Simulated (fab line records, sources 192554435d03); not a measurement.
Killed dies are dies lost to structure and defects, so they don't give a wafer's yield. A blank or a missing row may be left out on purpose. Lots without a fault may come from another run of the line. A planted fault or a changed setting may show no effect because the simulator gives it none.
Chamber matching | flow n5_finfet | N5_BEOL_M0_SAQP_HM_DEP_111 on pecvd-04: 3 sister chambers
The step deposits SiO2 from SiH4/N2O, target thk 12 nm, time 7.2 s. 6 wafers are shown with their chamber, then 9 later ones without.

WAFERS WITH THEIR CHAMBER
wafer  | chamber | showerhead_plenum_p_Torr (Torr) | heater_power_w (W)
L086.2 | 2       | 8.38                            | 777
L086.4 | 1       | 8.29                            | 1039
L086.5 | 0       | 7.97                            | 776
L087.1 | 0       | 7.98                            | 934
L087.2 | 1       | 8.30                            | 964
L087.5 | 2       | 8.40                            | 707

WAFERS WITHOUT THEIR CHAMBER
wafer  | showerhead_plenum_p_Torr (Torr) | heater_power_w (W)
L088.2 | 8.28                            | 1017
L088.3 | 7.98                            | 940
L088.6 | 8.41                            | 709
L089.2 | 7.97                            | 912
L089.3 | 8.30                            | 1032
L089.5 | 8.32                            | 1019
L092.1 | 8.30                            | 1061
L092.2 | 8.39                            | 810
L092.4 | 8.00                            | 885

WHICH CHAMBER EACH WENT THROUGH
wafer  | from the rows above | in truth
L088.2 | 1                   | 1
L088.3 | 0                   | 0
L088.6 | 2                   | 2
L089.2 | 0                   | 0
L089.3 | 1                   | 1
L089.5 | 1                   | 1
L092.1 | 1                   | 1
L092.2 | 2                   | 2
L092.4 | 0                   | 0
Placed correctly: 9 of 9. Can't be placed from these rows: 0. Placed wrongly: 0.
How it was worked out, from the rows above alone: a wafer's distance from a chamber is the root of the sum, over the readings, of the square of ((its reading less the chamber's mean) divided by the reading's scatter). The wafer belongs to the nearest chamber; if the next one is less than 2 further off, it can't be placed. A chamber's mean is the mean of its shown wafers. The scatter: the root of (the sum of the squares of (reading less its chamber's mean) over the shown wafers, divided by (wafers less chambers)).
